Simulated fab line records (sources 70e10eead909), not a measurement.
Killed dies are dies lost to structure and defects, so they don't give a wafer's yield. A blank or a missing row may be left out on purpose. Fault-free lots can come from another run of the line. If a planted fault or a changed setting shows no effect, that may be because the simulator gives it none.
fab line records	flow nand_harc
[record] lots = 6	wafers = 18	last_day = 24
route steps=1159 shown P_GATE@119 END@1159
lots that met no fault: from a run of the same line without faults
start_h: start of the lot's first displayed wafer, in hours after the record's first day	wait_h: how many hours have passed since the lot's step before this one	" same as the row above	L1.1+2: a row that stands for several wafers	- no value present, or no start provided	* or withheld: withheld	< > ~ a bound
route shown NAME@n: a module of which the file shows steps, and the number in the route of the first	usual: the fault-free wafers' mean and standard deviation	same: alike in all rows	chamber/n: place in a boat	sites: per-site readings	_std_site: how widely they spread, as a standard deviation	_edge_site: inner sites' mean taken away from outer sites' mean	radius_mm: how far each site lies from the wafer's centre	mask NAME#n: copy n	behind: the most recent tool/chamber to have shaped the wafer	hold: why the lot went on hold/how many hours it stayed there/how the hold came to an end	device: which transistor (n, p or np) failed to switch	end of line: tests of these same wafers at the route's end	where a step has no rows: the recipe by itself	killed: not the wafer's yield, but the dies lost to structure and defects at the first sort	map: shows each die of a wafer: x if killed, . if not, _ if none is there
set.NAME: the setting the step ran with; set.NAME@STEP: the setting that earlier step ran with	model.NAME: the simulator's own value behind a step, which no gauge read
a table for each step, a row for each wafer; lots at some steps of the route
services: from which hour (start_h, from the record's first day; less than 0 if before it) a tool's chamber was out of use, for how many hours, and why
[[steps]]
[step NHARC_P_GATE_EXPOSE_08]
[recipe] na = 0.6	dose_mj = 16.75	mask_id = P_HV
[step NHARC_P_GATE_PEB_09]
[recipe] peb_temp_c = 118	peb_time_s = 85
[step NHARC_P_GATE_DEVELOP_10]
[recipe] time_s = 70
[step NHARC_P_GATE_CD_MEAS_11]
[recipe] target_cd_nm = 1640	landing_energy_ev = 500
[usual] cd_nm = 1639.8/1.6
lot.wafer	tool	chamber	start_h	wait_h	cd_nm
L825.2	cd_sem-02	0	101.18	-	1638.8
L825.3	"	0	"	"	1643.2
L825.6	"	0	"	"	1639.7
L829.1	cd_sem-02	0	125.89	-	1639.9
L829.3	"	0	"	"	1637.6
L829.4	"	0	"	"	1639.9
L836.2	cd_sem-02	0	169.01	-	1639.3
L836.3	"	0	"	"	1639.2
L836.5	"	0	"	"	1639.6
L837.2	cd_sem-03	0	169.17	-	1636.7
L837.4	"	0	"	"	1639.3
L837.5	"	0	"	"	1636.8
L838.1	cd_sem-03	0	177.32	-	1641.4
L838.2	"	0	"	"	1639.0
L838.3	"	0	"	"	1641.8
L843.1	cd_sem-03	0	207.98	-	1637.8
L843.2	"	0	"	"	1641.0
L843.3	"	0	"	"	1641.3
[step NHARC_P_GATE_HARDBAKE_12]
[recipe] temp_c = 125	time_s = 80
[step NHARC_P_GATE_DESCUM_13]
[recipe] time_s = 3	o2_flow_sccm = 200	ar_flow_sccm = 0	bias_power_w = 0	chemistry = O2
[step NHARC_P_GATE_ETCH_14]
[recipe] target_depth_a = 488	chemistry = dHF	material = SiO2
[step NHARC_P_GATE_STRIP_15]
[recipe] time_s = 780	temp_c = 130	chemistry = SPM
[step NHARC_P_GATE_PRECLEAN_71]
[recipe] time_s = *	temp_c = 50	bath_age_min = 0	chemistry = SC1
[step NHARC_P_GATE_SRD_72]
[step NHARC_P_GATE_OXIDE_16]
[recipe] target_thk_a = 30	temp_c = 875	ox_time_s = 392	material = SiO2
[step NHARC_P_GATE_CVD_17]
[recipe] target_thk_a = 1500	temp_c = 620	time_s = 900	material = poly-Si
[step NHARC_P_GATE_HM_DEP_102]
[recipe] target_thk_a = 1200	temp_c = 400	material = aC
[usual] throttle_valve_pct = 35.000/0.0092
lot.wafer	tool	chamber	start_h	wait_h	throttle_valve_pct
L825.2	acl_dep-03	0	115.76	2.6	34.998
L825.3	"	0	"	"	34.999
L825.6	"	0	"	"	34.994
L829.1	acl_dep-01	0	139.68	1.8	34.997
L829.3	"	0	"	"	35.000
L829.4	"	0	"	"	35.000
L836.2	acl_dep-03	0	182.27	1.1	34.999
L836.3	"	0	"	"	35.007
L836.5	"	0	"	"	35.004
L837.2	acl_dep-03	0	182.90	1.7	34.992
L837.4	"	0	"	"	34.999
L837.5	"	0	"	"	35.003
L838.1	acl_dep-01	0	191.56	2.0	35.013
L838.2	"	0	"	"	35.001
L838.3	"	0	"	"	34.988
L843.1	acl_dep-02	0	220.63	0.4	34.997
L843.2	"	0	"	"	35.018
L843.3	"	0	"	"	35.006
[step NHARC_P_GATE_DEP_103]
[recipe] target_thk_a = 300	target_thk_nm = 30	temp_c = 400	flow_sccm = 200	rf_w = 350	material = SiON
[usual] heater_power_w = 751/86	rf_fwd_power_W = 348.7/1
lot.wafer	tool	chamber	start_h	wait_h	heater_power_w	rf_fwd_power_W
L825.3	pecvd-04	2	116.34	0.4	948	349.8
L825.2	"	0	"	"	669	347.9
L825.6	"	0	"	"	664	349.9
L829.3	pecvd-01	1	140.34	0.3	781	347.2
L829.1	"	2	"	"	677	347.1
L829.4	"	1	"	"	788	348.7
L836.2	pecvd-03	2	182.81	0.4	778	348.8
L836.3	"	1	"	"	623	348.3
L836.5	"	0	"	"	733	348.7
L837.2	pecvd-04	1	183.45	0.5	689	346.3
L837.5	"	1	"	"	717	348.4
L837.4	"	0	"	"	709	348.7
L838.2	pecvd-01	0	192.24	0.5	841	348.1
L838.1	"	1	"	"	751	348.3
L838.3	"	2	"	"	678	348.0
L843.1	pecvd-04	1	221.31	0.6	794	347.0
L843.2	"	2	"	"	837	350.2
L843.3	"	0	"	"	604	349.5
[step NHARC_P_GATE_DEHYDRATE_18]
[recipe] temp_c = 150	time_s = 120
[step NHARC_P_GATE_HMDS_19]
[recipe] time_s = 30
[step NHARC_P_GATE_COAT_20]
[recipe] spin_rpm = 1500	resist_thk_nm = 90
[step NHARC_P_GATE_SOFTBAKE_21]
[recipe] temp_c = 105	time_s = 55
[step NHARC_P_GATE_EBR_22]
[step NHARC_P_GATE_EXPOSE_23]
[recipe] na = 1.35	target_cd_nm = 120	dose_mj = 93.91	mask_id = P_GATE
[step NHARC_P_GATE_PEB_24]
[recipe] peb_temp_c = 100	peb_time_s = 65
[step NHARC_P_GATE_DEVELOP_25]
[recipe] develop_time_s = 35	dev_temp_c = 23
[step NHARC_P_GATE_CD_MEAS_26]
[recipe] target_cd_nm = 120	landing_energy_ev = 500
[usual] cd_nm = 119.7/0.6
lot.wafer	tool	chamber	start_h	wait_h	cd_nm
L825.2	cd_sem-02	0	117.01	-	119.6
L825.3	"	0	"	"	118.4
L825.6	"	0	"	"	119.1
L829.1	cd_sem-03	0	141.05	-	119.6
L829.3	"	0	"	"	119.2
L829.4	"	0	"	"	118.8
L836.2	cd_sem-01	0	183.49	-	118.0
L836.3	"	0	"	"	118.8
L836.5	"	0	"	"	119.0
L837.2	cd_sem-03	0	184.13	-	119.7
L837.4	"	0	"	"	119.5
L837.5	"	0	"	"	119.7
L838.1	cd_sem-02	0	192.79	-	120.5
L838.2	"	0	"	"	119.9
L838.3	"	0	"	"	120.0
L843.1	cd_sem-02	0	221.87	-	121.0
L843.2	"	0	"	"	120.6
L843.3	"	0	"	"	120.2
[step NHARC_P_GATE_OVL_MEAS_27]
[usual] overlay_x_nm = -0.2/0.9	overlay_y_nm = 0.1/0.95
lot.wafer	tool	chamber	start_h	wait_h	overlay_x_nm	overlay_y_nm
L825.2	overlay-01	-	117.09	-	1.8	2.0
L825.3	"	-	"	"	1.1	1.8
L825.6	"	-	"	"	1.1	1.1
L829.1	overlay-02	-	141.14	-	-1.5	-0.1
L829.3	"	-	"	"	-1.3	0.5
L829.4	"	-	"	"	-2.0	0.1
L836.2	overlay-01	-	183.58	-	-0.1	0.3
L836.3	"	-	"	"	-0.2	0.9
L836.5	"	-	"	"	-0.1	0.6
L837.2	overlay-01	-	184.22	-	0.1	-1.6
L837.4	"	-	"	"	-0.3	-1.9
L837.5	"	-	"	"	0.0	-1.4
L838.1	overlay-01	-	192.88	-	0.2	0.7
L838.2	"	-	"	"	-0.6	0.4
L838.3	"	-	"	"	-0.3	0.6
L843.1	overlay-02	-	221.96	-	0.9	0.3
L843.2	"	-	"	"	0.5	-0.2
L843.3	"	-	"	"	0.6	0.7
[step NHARC_P_GATE_INSPECT_28]
[usual] raw_defect_count = 6/3.2
lot.wafer	tool	chamber	start_h	wait_h	raw_defect_count
L825.2	defect_inspect-01	-	117.13	0.0	8
L825.3	"	-	"	"	9
L825.6	"	-	"	"	4
L829.1	defect_inspect-01	-	141.17	0.0	13
L829.3	"	-	"	"	11
L829.4	"	-	"	"	12
L836.2	defect_inspect-02	-	183.62	0.0	855
L836.3	"	-	"	"	911
L836.5	"	-	"	"	774
L837.2	defect_inspect-02	-	184.26	0.0	855
L837.4	"	-	"	"	852
L837.5	"	-	"	"	797
L838.1	defect_inspect-01	-	192.92	0.0	17
L838.2	"	-	"	"	8
L838.3	"	-	"	"	6
L843.1	defect_inspect-01	-	221.99	0.0	7
L843.2	"	-	"	"	6
L843.3	"	-	"	"	8
[step NHARC_P_GATE_DESCUM_31]
[recipe] time_s = 3	o2_flow_sccm = 200	ar_flow_sccm = 0	bias_power_w = 0	chemistry = O2
[usual] drypump_motor_current_A = 5.9/0.42	oes_product_au = 0.995/0.012	rf_vpp_V = 57.8/0.84	showerhead_plenum_p_Torr = 1.93/0.074	throttle_valve_pct = 11.310/0.0097
[same] time_s = 3
lot.wafer	tool	chamber	start_h	wait_h	drypump_motor_current_A	oes_product_au	rf_hours_counter_h	rf_vpp_V	showerhead_plenum_p_Torr	throttle_valve_pct
L825.3	rie_diel-06	1	117.20	0.1	5.8	1.016	17	58.5	1.92	11.314
L825.2	"	3	"	"	6.1	1.018	18	58.5	1.97	11.310
L825.6	"	0	"	"	6.2	1.010	-	58.2	1.97	11.332
L829.3	rie_diel-03	1	141.24	0.1	5.7	1.000	20	55.8	1.83	11.307
L829.4	"	2	"	"	5.6	0.985	20	59.2	2.05	11.311
L829.1	"	3	"	"	5.8	0.993	18	57.3	1.94	11.289
L836.3	rie_diel-03	2	183.69	0.1	5.6	0.992	28	58.0	2.05	11.297
L836.2	"	0	"	"	6.4	0.988	25	58.5	1.88	11.305
L836.5	"	2	"	"	5.6	0.988	-	58.6	2.05	11.313
L837.2	rie_diel-03	2	184.32	0.1	5.6	0.984	28	59.1	2.05	11.316
L837.4	"	3	"	"	5.8	0.987	26	57.5	1.94	11.305
L837.5	"	2	"	"	5.6	0.985	-	57.9	2.05	11.292
L838.3	rie_diel-03	2	192.99	0.1	5.6	0.999	30	58.9	2.05	11.315
L838.1	"	3	"	"	5.8	1.000	28	59.6	1.94	11.305
L838.2	"	0	"	"	6.4	0.989	27	58.1	1.88	11.312
L843.1	rie_diel-10	2	222.06	0.1	6.3	1.014	13	58.9	1.96	11.307
L843.2	"	3	"	"	5.1	0.996	13	59.5	1.84	11.312
L843.3	"	0	"	"	5.5	1.011	13	57.5	1.98	11.314
[step NHARC_P_GATE_ETCH_104]
[recipe] target_depth_a = 600	time_s = withheld	cf4_flow_sccm = 100	chf3_flow_sccm = 30	ar_flow_sccm = 0	rf_w = 500	bias_w = 200	chemistry = CF4/CHF3
[usual] drypump_motor_current_A = 5.9/0.42	oes_product_au = 0.939/0.023	rf_fwd_power_W = 492.5/2.3	rf_vpp_V = 370.9/2.1	showerhead_plenum_p_Torr = 1.58/0.056	throttle_valve_pct = 16.801/0.0085
lot.wafer	tool	chamber	start_h	wait_h	drypump_motor_current_A	oes_product_au	rf_fwd_power_W	rf_vpp_V	showerhead_plenum_p_Torr	throttle_valve_pct
L825.2	rie_diel-06	0	117.28	0.1	6.2	0.914	495.2	372.2	1.62	16.802
L825.3	"	1	"	"	5.7	0.922	494.2	369.4	1.58	16.805
L825.6	"	3	"	"	6.1	0.936	489.4	371.4	1.62	16.790
L829.3	rie_diel-03	3	141.45	0.2	5.7	0.917	492.4	371.4	1.59	16.802
L829.1	"	1	"	"	5.6	0.915	491.6	370.0	1.51	16.801
L829.4	"	2	"	"	5.6	0.910	496.1	374.3	1.68	16.816
L836.2	rie_diel-03	0	183.78	0.1	6.4	0.946	492.1	371.5	1.55	16.818
L836.3	"	1	"	"	5.7	0.937	490.2	368.4	1.50	16.796
L836.5	"	2	"	"	5.6	0.945	495.4	373.5	1.68	16.810
L837.2	rie_diel-03	3	184.40	0.1	5.8	0.952	490.5	370.2	1.59	16.802
L837.4	"	1	"	"	5.7	0.978	489.9	369.1	1.50	16.786
L837.5	"	3	"	"	5.8	0.962	490.1	371.4	1.59	16.793
L838.2	rie_diel-03	0	193.06	0.1	6.4	0.925	491.5	369.4	1.55	16.812
L838.1	"	1	"	"	5.6	0.923	491.3	367.5	1.50	16.800
L838.3	"	3	"	"	5.8	0.919	495.1	371.0	1.59	16.789
L843.1	rie_diel-10	3	222.14	0.1	5.1	0.954	494.5	368.3	1.52	16.796
L843.2	"	0	"	"	5.4	0.977	495.8	371.7	1.63	16.800
L843.3	"	2	"	"	6.2	0.974	488.9	371.0	1.61	16.779
[step NHARC_P_GATE_HM_OPEN_105]
[recipe] target_depth_a = 3600	o2_flow_sccm = 400	cos_flow_sccm = 20	ar_flow_sccm = 0	rf_w = 500	bias_w = 300	chemistry = O2/COS
[usual] drypump_motor_current_A = 5.9/0.42	oes_product_au = 0.995/0.011	rf_fwd_power_W = 498.2/1.5	rf_vpp_V = 467.5/2.4	showerhead_plenum_p_Torr = 3.14/0.11	throttle_valve_pct = 28.330/0.0096
lot.wafer	tool	chamber	start_h	wait_h	drypump_motor_current_A	oes_product_au	rf_fwd_power_W	rf_hours_counter_h	rf_vpp_V	showerhead_plenum_p_Torr	throttle_valve_pct
L825.2	rie_diel-06	0	-	-	6.2	0.998	498.6	9	469.6	3.21	28.331
L825.3	"	2	"	"	5.4	0.980	497.0	18	467.1	3.07	28.337
L825.6	"	3	"	"	6.1	1.011	498.4	-	468.2	3.22	28.331
L829.1	rie_diel-03	3	-	-	5.8	0.988	497.6	18	468.6	3.16	28.343
L829.3	"	1	"	"	5.6	0.987	499.9	20	463.4	2.99	28.336
L829.4	"	2	"	"	5.6	0.980	500.7	20	472.1	3.34	28.326
L836.2	rie_diel-03	1	-	-	5.6	0.982	498.4	28	464.8	2.98	28.335
L836.3	"	2	"	"	5.6	0.988	499.9	28	470.3	3.33	28.322
L836.5	"	1	"	"	5.6	0.981	496.2	-	461.7	2.98	28.317
L837.4	rie_diel-03	3	-	-	5.8	0.993	498.9	26	469.3	3.16	28.339
L837.2	"	0	"	"	6.4	0.992	497.7	25	465.7	3.08	28.322
L837.5	"	2	"	"	5.6	0.985	500.6	-	471.5	3.33	28.333
L838.3	rie_diel-03	3	-	-	5.8	0.985	499.0	28	468.5	3.16	28.330
L838.1	"	1	"	"	5.6	0.996	498.4	30	464.0	2.98	28.336
L838.2	"	2	"	"	5.6	0.989	496.4	30	471.9	3.33	28.335
L843.2	rie_diel-10	3	-	-	5.2	0.985	498.6	13	464.1	3.01	28.331
L843.1	"	0	"	"	5.4	0.995	499.1	13	468.8	3.23	28.328
L843.3	"	1	"	"	6.7	0.995	499.1	13	464.8	3.04	28.323
[step NHARC_P_GATE_STRIP_106]
[recipe] o2_flow_sccm = 400	cos_flow_sccm = 20	ar_flow_sccm = 0	bias_w = 0	chemistry = O2/COS
[step NHARC_P_GATE_ETCH_114]
[recipe] target_depth_a = 300	overetch_a = 30	time_s = 16.5	ion_energy_ev = 100	cf4_flow_sccm = 80	o2_flow_sccm = 20	ar_flow_sccm = 0	rf_w = 300	bias_w = 100	chemistry = CF4/O2
[step NHARC_P_GATE_ETCH_32]
[recipe] target_depth_a = 1500	over_etch_frac = 1	over_etch_ion_energy_ev = 40	time_s = 100.1	hbr_flow_sccm = 150	cl2_flow_sccm = 50	rf_w = 400	icp_w = 400	bias_w = 100	chemistry = HBr/Cl2
[step NHARC_P_GATE_STRIP_108]
[recipe] o2_flow_sccm = 500	ar_flow_sccm = 0	bias_w = 0	chemistry = O2
[step NHARC_P_GATE_CD_MEAS_33]
[usual] cd_nm = 119/3.1
lot.wafer	tool	chamber	start_h	wait_h	cd_nm
L825.2	cd_sem-03	-	118.02	-	116
L825.3	"	-	"	"	118
L825.6	"	-	"	"	116
L829.1	cd_sem-03	-	142.23	-	124
L829.3	"	-	"	"	120
L829.4	"	-	"	"	113
L836.2	cd_sem-02	-	184.61	-	120
L836.3	"	-	"	"	121
L836.5	"	-	"	"	124
L837.2	cd_sem-02	-	185.17	-	124
L837.4	"	-	"	"	121
L837.5	"	-	"	"	122
L838.1	cd_sem-02	-	193.77	-	124
L838.2	"	-	"	"	118
L838.3	"	-	"	"	123
L843.1	cd_sem-03	-	222.85	-	117
L843.2	"	-	"	"	126
L843.3	"	-	"	"	119
[step NHARC_P_GATE_STRIP_35]
[recipe] time_s = 600	temp_c = 130	chemistry = SPM
[step NHARC_P_GATE_PRECLEAN_73]
[recipe] time_s = *	temp_c = 50	bath_age_min = 0	chemistry = SC1
[step NHARC_P_GATE_SRD_74]
[step NHARC_P_GATE_ALD_36]
[recipe] target_thk_a = 200	pulse_time_s = 60	ald_cycles = 223	temp_c = 400	material = SiNx
[step NHARC_P_GATE_ETCHBACK_37]
[recipe] target_depth_a = 345	time_s = 17.2	chf3_flow_sccm = 50	o2_flow_sccm = 10	ar_flow_sccm = 200	rf_w = 500	bias_w = 200	chemistry = CHF3/O2
[step NHARC_P_GATE_STRIP_101]
[recipe] time_s = 20	o2_flow_sccm = 500	ar_flow_sccm = 0	bias_w = 0	chemistry = O2
[usual] drypump_motor_current_A = 5.9/0.46	oes_product_au = 0.997/0.011	rf_vpp_V = 57.8/0.83	showerhead_plenum_p_Torr = 3.54/0.12	throttle_valve_pct = 17.038/0.0091
[same] time_s = 20
lot.wafer	tool	chamber	start_h	wait_h	drypump_motor_current_A	oes_product_au	rf_hours_counter_h	rf_vpp_V	showerhead_plenum_p_Torr	throttle_valve_pct
L825.2	rie_diel-10	2	128.13	0.1	6.3	1.003	43	59.2	3.63	17.036
L825.3	"	3	"	"	5.2	0.992	46	58.5	3.43	17.033
L825.6	"	2	"	"	6.3	0.996	-	57.2	3.63	17.035
L829.3	rie_diel-03	3	152.58	0.2	5.8	0.991	20	58.4	3.57	17.042
L829.1	"	0	"	"	6.4	1.002	19	56.3	3.48	17.051
L829.4	"	1	"	"	5.7	0.992	22	57.9	3.38	17.048
L836.3	rie_diel-10	0	194.64	0.2	5.5	1.008	3	56.3	3.65	17.038
L836.2	"	2	"	"	6.3	1.011	5	58.0	3.62	17.052
L836.5	"	3	"	"	5.2	0.999	-	57.7	3.41	17.041
L837.2	rie_diel-10	0	195.20	0.1	5.4	1.003	4	58.3	3.65	17.039
L837.4	"	1	"	"	6.7	0.993	4	56.7	3.44	17.032
L837.5	"	3	"	"	5.2	0.995	-	57.4	3.41	17.029
L838.3	rie_diel-06	2	203.93	0.1	5.4	0.976	49	56.6	3.45	17.048
L838.1	"	0	"	"	6.1	1.003	47	57.6	3.61	17.026
L838.2	"	1	"	"	5.7	0.993	48	57.5	3.53	17.028
L843.2	rie_diel-03	0	233.04	0.2	6.5	1.013	1	56.2	3.47	17.019
L843.3	"	2	"	"	5.6	0.997	1	56.6	3.76	17.026
L843.1	"	3	"	"	5.8	0.984	1	59.9	3.57	17.052
[step NHARC_P_GATE_PRECLEAN_97]
[recipe] time_s = 600	temp_c = 120	chemistry = SPM
[step NHARC_P_GATE_SRD_98]
[step NHARC_P_GATE_PRECLEAN_99]
[recipe] time_s = *	temp_c = 50	bath_age_min = 0	chemistry = SC1
[step NHARC_P_GATE_INSPECT_68]
[usual] raw_defect_count = 202/64
lot.wafer	tool	chamber	start_h	wait_h	raw_defect_count
L825.2	defect_inspect-02	-	135.37	0.1	237
L825.3	"	-	"	"	223
L825.6	"	-	"	"	159
L829.1	defect_inspect-01	-	160.18	0.2	229
L829.3	"	-	"	"	195
L829.4	"	-	"	"	179
L836.2	defect_inspect-02	-	202.26	0.1	1018
L836.3	"	-	"	"	1071
L836.5	"	-	"	"	1086
L837.2	defect_inspect-01	-	203.04	0.1	1015
L837.4	"	-	"	"	1074
L837.5	"	-	"	"	1050
L838.1	defect_inspect-02	-	211.47	0.2	153
L838.2	"	-	"	"	270
L838.3	"	-	"	"	265
L843.1	defect_inspect-01	-	240.39	0.2	185
L843.2	"	-	"	"	171
L843.3	"	-	"	"	177
[step NHARC_END_SORT_01]
[recipe] temp_c = 25
[usual] killed_at_array = 29/11	killed_at_other = 0.5/0.8	killed_at_periphery = 3.5/2.8	killed_dies = 33/12	killed_open = 3.1/1.8	killed_short = 1.8/1.4
[same] gross_dies = 677
lot.wafer	tool	chamber	start_h	wait_h	killed_at_array	killed_at_other	killed_at_periphery	killed_dies	killed_open	killed_short
L837.2	prober-02	0	543.43	2.8	34	0	67	101	3	4
L837.4	prober-02	0	545.02	3.4	33	0	72	105	6	4
L837.5	prober-02	0	545.82	3.7	31	0	62	93	0	1
L836.2	prober-02	0	551.22	2.8	39	0	63	102	4	0
L836.3	prober-02	0	552.02	3.1	38	0	67	105	3	2
L836.5	prober-02	0	553.62	3.7	33	0	66	99	3	1
// killed by level:class
L837.2 P_GATE:unspecified=64 A_CHANNEL_HOLE_D1:chamber_film_flake=17 A_STAIRCASE:chamber_film_flake=5 A_CONTACT:chamber_film_flake=3 A_M0:geometric_particle:short=2 A_CHANNEL_FILL_D1:chamber_film_flake=2 A_SLIT:chamber_film_flake=2 P_GATE:geometric_particle:open=1
L837.4 P_GATE:unspecified=69 A_CHANNEL_HOLE_D1:chamber_film_flake=19 A_ONON_D1:geometric_particle:short=2 A_M0:geometric_particle:open=2 A_CONTACT:chamber_film_flake=2 P_CONTACT:geometric_particle:open=1 A_ONON_D1:geometric_particle:open=1 A_CHANNEL_FILL_D1:geometric_particle:short=1
L837.5 P_GATE:unspecified=60 A_CHANNEL_HOLE_D1:chamber_film_flake=15 A_CONTACT:chamber_film_flake=7 A_SLIT:chamber_film_flake=4 A_STAIRCASE:chamber_film_flake=3 P_M2:geometric_particle:short=1 A_CHANNEL_FILL_D1:chamber_film_flake=1 P_M0:chamber_film_flake=1
L836.2 P_GATE:unspecified=63 A_SLIT:chamber_film_flake=17 A_CHANNEL_HOLE_D1:chamber_film_flake=8 A_CHANNEL_FILL_D1:chamber_film_flake=3 A_STAIRCASE:chamber_film_flake=3 A_BLC:geometric_particle:open=2 A_ZERO_WELL:chamber_film_flake=2 A_CONTACT:chamber_film_flake=2
L836.3 P_GATE:unspecified=66 A_SLIT:chamber_film_flake=18 A_STAIRCASE:chamber_film_flake=7 A_CHANNEL_HOLE_D1:chamber_film_flake=4 A_CHANNEL_FILL_D1:chamber_film_flake=2 P_GATE:geometric_particle:open=1 A_CHANNEL_FILL_D1:geometric_particle:short=1 A_WL_FILL:geometric_particle:short=1
L836.5 P_GATE:unspecified=65 A_SLIT:chamber_film_flake=16 A_CHANNEL_HOLE_D1:chamber_film_flake=5 A_STAIRCASE:chamber_film_flake=3 A_CONTACT:geometric_particle:open=2 A_CHANNEL_FILL_D1:chamber_film_flake=2 A_CONTACT:chamber_film_flake=2 A_WL_FILL:geometric_particle:short=1
// map L836.3 (x killed, . not)
____________.____________
_________......._________
_______..........x_______
______.........xxxx______
_____..........xxxxx_____
____............xxxxx____
____...........xxxxxx____
___............xxxxxxx___
___............xxxxxxx___
__x.............xxxxxxx__
__.............x.xxxxxx__
_...............xxxxxx.._
_................xxxx..x_
_...............xxx.xxx._
_................x.x...._
_..................x...._
.xx......................
.........................
....x....................
.........................
....................x....
_......................._
_.x.......x....x........_
_........x....x........._
_....................x.._
_.................x...x._
__.....................__
__....x..x.............__
___.....x..x..........___
___....x..x...........___
____..xxxxxxx........____
____...x.xx..........____
_____.xxxxx........._____
______...x.........______
_______x.........._______
_________......._________
____________.____________
// map L837.4 (x killed, . not)
____________.____________
_________......._________
_______.........xx_______
______..........xxx______
_____..........xxxxx_____
____...........xxxxxx____
____...........xxxxxx____
___............xxxxxxx___
___...........xxxxxxxx___
__..............xxxxxxx__
__.............xxxxxxxx__
_............x...xxxxxxx_
_...............x.xxxx.._
_.x...........x...x..xx._
_..........x......xxxx.._
_.................x.x..._
..................xx.....
.........................
................xxx.x.x..
.................xxxxx.x.
.....................x...
_.xx...............x.x.._
_................xx....._
_....................x.._
_......................._
_......................._
__.................x...__
__...........x.........__
___.................x.___
___.x.................___
____..............x..____
____.................____
_____..............._____
______xx...........______
_______..........._______
_________......._________
____________.____________
[[services]]
tool	chamber	start_h	hours	kind
rie_diel-03	0	96.33	-	clean
rie_diel-03	1	96.33	-	clean
rie_diel-03	2	96.33	-	clean
rie_diel-03	3	96.33	-	clean
rie_diel-03	3	98.17	3.2	repair
rie_diel-03	3	101.92	2.9	repair
pecvd-03	-	111.02	13.0	pm
acl_dep-01	-	113.15	13.0	pm
rie_diel-03	0	120.83	-	clean
rie_diel-03	1	120.83	-	clean
rie_diel-03	2	120.83	-	clean
rie_diel-03	3	120.83	-	clean
rie_diel-06	1	127.19	12.3	repair
pecvd-04	0	133.56	4.3	repair
rie_diel-06	2	165.12	11.5	repair
acl_dep-02	-	166.29	0.3	repair
acl_dep-02	-	169.06	13.0	pm
rie_diel-03	-	169.72	0.3	repair
rie_diel-10	-	176.50	9.0	pm
rie_diel-10	-	189.74	0.2	repair
pecvd-04	-	195.31	13.0	pm
rie_diel-03	3	197.18	19.8	repair
rie_diel-03	-	215.30	9.0	pm
acl_dep-03	-	223.00	13.0	pm
[[key]]
[first_sign] step = NHARC_P_GATE_INSPECT_28	reading = raw_defect_count	direction = up	sigmas = 99+	usual = 6	struck = 841
[effect] step = NHARC_P_GATE_INSPECT_68	reading = raw_defect_count	direction = up	sigmas = 13	usual = 202	struck = 1052
[effect] step = NHARC_END_SORT_01	reading = killed_at_periphery	direction = up	sigmas = 23	usual = 3.5	struck = 66.2
[more_kills_born_at] NHARC_P_GATE_HM_DEP_102@acl_dep-03 = 387
met_at NHARC_P_GATE_HM_DEP_102
struck_wafers L836.2,L836.3,L836.5,L837.2,L837.4,L837.5
tester_left_out L836,L837
onset_between 115.76 182.27
[fault] kind = chamber_particle_source	tool = acl_dep-03	chamber = -	onset_h = 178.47	steps = NHARC_P_GATE_HM_DEP_102	rate_per_visit_cm2 = 1.3032	end_h = 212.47
// tester_left_out: of these lots the tester's yield and bins aren't shown, on N5 and GAA mostly nor the transistor test; their killed dies are dies lost to structure and defects alone, not to doping, threshold or leakage, so they don't give the yield
